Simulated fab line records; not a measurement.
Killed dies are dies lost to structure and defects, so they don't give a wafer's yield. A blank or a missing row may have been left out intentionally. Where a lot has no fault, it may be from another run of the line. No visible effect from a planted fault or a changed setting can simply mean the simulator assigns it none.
The tool behind it: which one? | flow nand harc | Sampling: 24 lots, 72 wafers, 2 of 1159 route steps

WHAT THE GAUGES SHOWED, per wafer
NHARC_A_ONON_D1_THK_MEAS_11: measures by ellipsometry.
lot  | measured     | on            | thk nm (nm)
L075 | day 8 03:38  | film metro-02 | 1009 1010 1010
L078 | day 8 03:41  | film metro-01 | 1023 1023 1024
L074 | day 8 03:46  | film metro-02 | 1010 1010 1012
L077 | day 8 03:59  | film metro-01 | 1007 1005 1005
L076 | day 8 14:20  | film metro-01 | 1012 1012 1011
L079 | day 8 19:33  | film metro-01 | 992 989 993
L080 | day 9 02:10  | film metro-02 | 1002 1005 1006
L081 | day 9 08:05  | film metro-01 | 1006 1006 1006
L082 | day 9 17:07  | film metro-02 | 1004 1005 1006
L083 | day 9 23:29  | film metro-02 | 993 992 993
L084 | day 9 23:30  | film metro-02 | 1011 1013 1015
L085 | day 10 13:01 | film metro-02 | 1005 1005 1005
L086 | day 10 23:05 | film metro-02 | 993 993 994
L088 | day 10 23:12 | film metro-02 | 987 985 983
L087 | day 10 23:25 | film metro-01 | 989 990 991
L089 | day 11 15:31 | film metro-01 | 993 996 995
L090 | day 11 15:34 | film metro-01 | 992 993 993
L091 | day 11 15:37 | film metro-02 | 998 998 997
L094 | day 12 08:13 | film metro-01 | 997 997 997
L093 | day 12 08:14 | film metro-02 | 1009 1010 1010
L092 | day 12 08:17 | film metro-01 | 1002 1002 1003
L095 | day 12 18:05 | film metro-01 | 1004 1004 1004
L096 | day 12 18:11 | film metro-02 | 992 991 991
L097 | day 13 15:46 | film metro-02 | 983 983 982

NHARC_A_ONON_D1_THK_MEAS_34: measures by ellipsometry.
lot  | measured     | on            | thk nm (nm)
L075 | day 8 16:38  | film metro-02 | 197.2 196.9 199.1
L078 | day 8 16:55  | film metro-02 | 197.6 197.1 202.1
L074 | day 8 16:52  | film metro-02 | 194.6 203.1 198.9
L077 | day 8 16:59  | film metro-02 | 201.1 200.3 205.3
L076 | day 9 04:15  | film metro-01 | 194.9 199.8 199.7
L079 | day 9 04:22  | film metro-01 | 203.0 205.4 202.9
L080 | day 9 12:39  | film metro-02 | 200.5 203.5 199.8
L081 | day 9 18:28  | film metro-01 | 198.7 203.6 199.3
L082 | day 10 03:36 | film metro-01 | 200.3 200.7 197.9
L083 | day 10 11:13 | film metro-01 | 199.9 196.2 204.4
L084 | day 10 11:13 | film metro-01 | 202.9 197.5 195.1
L085 | day 11 00:40 | film metro-02 | 196.6 199.0 201.7
L086 | day 11 10:25 | film metro-02 | 199.7 200.0 204.2
L088 | day 11 10:41 | film metro-02 | 201.8 198.6 203.3
L087 | day 11 10:26 | film metro-01 | 202.8 206.4 204.7
L089 | day 12 02:00 | film metro-01 | 196.3 198.8 198.7
L090 | day 12 02:01 | film metro-02 | 201.3 199.2 202.8
L091 | day 12 02:14 | film metro-01 | 199.0 204.8 204.2
L094 | day 12 18:52 | film metro-01 | 197.4 199.2 199.0
L093 | day 12 19:27 | film metro-02 | 199.7 203.0 200.9
L092 | day 12 19:23 | film metro-02 | 198.8 201.9 202.7
L095 | day 13 04:43 | film metro-01 | 199.7 203.5 203.6
L096 | day 13 04:29 | film metro-01 | 198.6 200.7 200.9
L097 | day 14 04:34 | film metro-02 | 196.0 203.6 202.2

WHAT TOOL EACH LOT RAN ON (gives the tool, then ch and the chambers of the sampled wafers, and finally the start)
There is no process step in the record ahead of these readings.

AS READ BY THE TOOLS THEMSELVES (means over the sampled wafers that have a number; for cases with no such wafer, the mark the record gives instead)
The record holds no such reading with a usual standard deviation.

THE ANSWER, worked out from the rows above alone
Rule: the lots themselves supply what counts as usual. The widest of any qualifying gaps counts: lots, ordered by their means at a reading, are off when they make up no more than a third of the lots, leave a main group of 4 or more, and stand apart from it by 3 or more times the standard deviation of that group's means. A main group whose means are all the same, to the digits that the tables above print for the reading, isn't used. Also off: a lot with no number at a reading for which 4 or more lots have one. The other lots that the step has rows for count as sound. After the gauges, taken in route order, come the tools' own readings; for these a lot's mean is taken, as printed above. The first step at which some lot is off is used, and at that step the reading that is off furthest; a lot without a number counts as furthest.
No lot is off at any reading shown: from this, nothing can be told.

WHAT WAS PUT IN BY THE SIMULATOR
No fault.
